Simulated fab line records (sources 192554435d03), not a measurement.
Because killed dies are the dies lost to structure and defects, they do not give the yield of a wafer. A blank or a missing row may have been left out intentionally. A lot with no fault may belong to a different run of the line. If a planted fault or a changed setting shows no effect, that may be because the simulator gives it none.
One fault seen from 3 desks :: flow n5-finfet :: each desk has only its own numbers; what lay behind them comes last

AT THE METROLOGY DESK
What the gauges read, lot by lot, whatever tool the lot ran on: means of the sampled wafers that have a number. Marked OUT: a lot whose mean sits more than 4 standard deviations from the usual mean, which makes it out of limits; the brackets give that distance. Of its 11 readings 7 are shown: those that lie furthest out on some lot.
Columns: A = M2_OVL at N5_BEOL_M2_OVL_MEAS_12, usual -0.5 nm; B = DIBL_N at N5_BEOL_M4_RC_MEAS_101, usual 35.9 mV/V; C = IOFF_P at N5_BEOL_M4_RC_MEAS_101, usual 0.21 nA/um; D = ION_N at N5_BEOL_M4_RC_MEAS_101, usual 672 uA/um; E = ION_P at N5_BEOL_M4_RC_MEAS_101, usual 462 uA/um; F = VT_N at N5_BEOL_M4_RC_MEAS_101, usual 250 mV; G = VT_P at N5_BEOL_M4_RC_MEAS_101, usual -250 mV
lot: L158
first seen here: day 6 23:08
A: -0.1
B: 32.9
C: 0.14
D: 647
E: 444
F: 257
G: -258

lot: L163
first seen here: day 8 05:05
A: 0.5
B: 35.1
C: 0.20
D: 673
E: 459
F: 249
G: -251

lot: L165
first seen here: day 8 23:30
A: -0.2
B: 37.2
C: 0.22
D: 665
E: 458
F: 252
G: -250

lot: L169
first seen here: day 10 00:30
A: 0.9
B: 35.5
C: 0.22
D: 670
E: 465
F: 250
G: -246

lot: L168
first seen here: day 10 08:52
A: -0.6
B: 36.2
C: 0.24
D: 675
E: 468
F: 249
G: -247

lot: L176
first seen here: day 11 12:36
A: -0.6
B: 36.2
C: 0.24
D: 682
E: 471
F: 246
G: -247

lot: L178
first seen here: day 12 07:59
A: -0.9
B: 37.3
C: 0.23
D: 682
E: 467
F: 249
G: -248

lot: L179
first seen here: day 12 18:50
A: -0.8
B: 36.1
C: 0.22
D: 682
E: 474
F: 251
G: -248
This desk found nothing out of limits on any of the 8 lots.

THE DEFECT DESK
Lot by lot, what the route's inspections counted, given as the mean of those sampled wafers with a number. Marked OUT: a lot whose mean sits more than 4 standard deviations from the usual mean, which makes it out of limits; the brackets give that distance.
Columns: A = raw-defect-count at N5_BEOL_M2_INSPECT_30, usual 394
lot: L158
first seen here: day 7 00:07
A: 439

lot: L163
first seen here: day 8 06:08
A: 479

lot: L165
first seen here: day 9 00:48
A: 729

lot: L169
first seen here: day 10 01:25
A: 451

lot: L168
first seen here: day 10 09:59
A: 325

lot: L176
first seen here: day 11 13:32
A: 393

lot: L178
first seen here: day 12 09:08
A: 317

lot: L179
first seen here: day 12 19:55
A: 379
This desk found nothing out of limits on any of the 8 lots.

AT THE TOOL OWNER'S DESK: rie-diel-06
The tool's own readings at N5_BEOL_M2_ETCH_74 (etches underlayer in N2/H2, target depth 6.5 nm, time 5.2 s): means of the sampled wafers that have a number, for each lot that ran on this tool. Marked OUT: a lot whose mean sits more than 4 standard deviations from the usual mean, which makes it out of limits; the brackets give that distance.
Columns: A = drypump-motor-current-A at N5_BEOL_M2_ETCH_74, usual 5.7 A; B = etch-rf-on-time-s at N5_BEOL_M2_ETCH_74, usual 5.13 s; C = h2-flow-sccm at N5_BEOL_M2_ETCH_74, usual 200.0 sccm; D = oes-product-au at N5_BEOL_M2_ETCH_74, usual 0.67 a.u.; E = rf-vpp-V at N5_BEOL_M2_ETCH_74, usual 523.1 V; F = showerhead-plenum-p-Torr at N5_BEOL_M2_ETCH_74, usual 2.51 Torr; G = throttle-valve-pct at N5_BEOL_M2_ETCH_74, usual 17.93 %
lot: L163
first seen here: day 8 05:13
A: 5.9
B: 5.17
C: 199.8
D: 0.66
E: 522.1
F: 2.47
G: 17.85

lot: L165
first seen here: day 8 23:40
A: 5.5
B: 5.17
C: 199.9
D: 0.71
E: 523.0
F: 2.50
G: 17.87

lot: L178
first seen here: day 12 08:19
A: 5.7
B: 5.13
C: 200.1
D: 0.76
E: 523.1
F: 2.51
G: 17.70
This desk found nothing out of limits on any of the 3 lots.

ALL TOGETHER
At the metrology desk, nothing out of limits was observed.
Nothing the defect desk looked at was out of limits.
The tool owner's desk saw nothing out of limits.

WHAT THE SIMULATOR PUT IN
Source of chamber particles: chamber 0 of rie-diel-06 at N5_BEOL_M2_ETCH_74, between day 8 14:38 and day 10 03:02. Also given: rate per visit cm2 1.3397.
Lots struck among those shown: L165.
